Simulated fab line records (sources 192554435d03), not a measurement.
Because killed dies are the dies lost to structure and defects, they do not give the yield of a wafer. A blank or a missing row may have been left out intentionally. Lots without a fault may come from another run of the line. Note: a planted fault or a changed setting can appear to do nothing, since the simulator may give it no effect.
Matching of chambers + flow n5Finfet + N5_BEOL_M5_PRE_CLEAN_77 on cvdCo-02: 3 sister chambers
The step time 15 s. 6 wafers are shown with their chamber, then 12 later ones without.

== WAFERS PAIRED WITH THEIR CHAMBERS ==
| wafer  | chamber | heaterPowerW (W) |
|--------|---------|------------------|
| L083.1 | 0       | 92               |
| L083.4 | 2       | 82               |
| L083.6 | 0       | 89               |
| L092.1 | 1       | 53               |
| L092.3 | 2       | 86               |
| L092.6 | 1       | 52               |

== WAFERS WHOSE CHAMBER IS MISSING ==
| wafer  | heaterPowerW (W) |
|--------|------------------|
| L091.1 | 53               |
| L091.2 | 92               |
| L091.3 | 83               |
| L091.4 | 52               |
| L091.5 | 83               |
| L091.6 | 87               |
| L096.1 | 86               |
| L096.2 | 89               |
| L096.6 | 52               |
| L097.1 | 84               |
| L097.3 | 91               |
| L097.5 | 91               |

== WHICH CHAMBER EACH ONE RAN IN ==
| wafer  | from the rows above     | in truth |
|--------|-------------------------|----------|
| L091.1 | 1                       | 1        |
| L091.2 | 0                       | 0        |
| L091.3 | 2                       | 2        |
| L091.4 | 1                       | 1        |
| L091.5 | 2                       | 2        |
| L091.6 | can't be placed: 2 or 0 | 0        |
| L096.1 | can't be placed: 2 or 0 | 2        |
| L096.2 | can't be placed: 0 or 2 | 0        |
| L096.6 | 1                       | 1        |
| L097.1 | 2                       | 2        |
| L097.3 | 0                       | 0        |
| L097.5 | 0                       | 0        |
9 of 12 placed correctly. Cannot be placed on the basis of these rows: 3; the candidates contain the true chamber in 3. 0 placed wrongly.
How it was worked out, from the rows above alone: a wafer's distance from a chamber is the root of the sum, over the readings, of the square of ((its reading less the chamber's mean) divided by the reading's scatter). If the next closest chamber is less than 2 further off than the closest, the wafer can't be placed; otherwise it belongs to the closest. For every chamber, the mean is computed from those of its wafers that are shown. How the scatter is found: for the shown wafers, subtract from each reading the mean of its chamber, square and add these, divide the total by (wafers less chambers), then take the root.
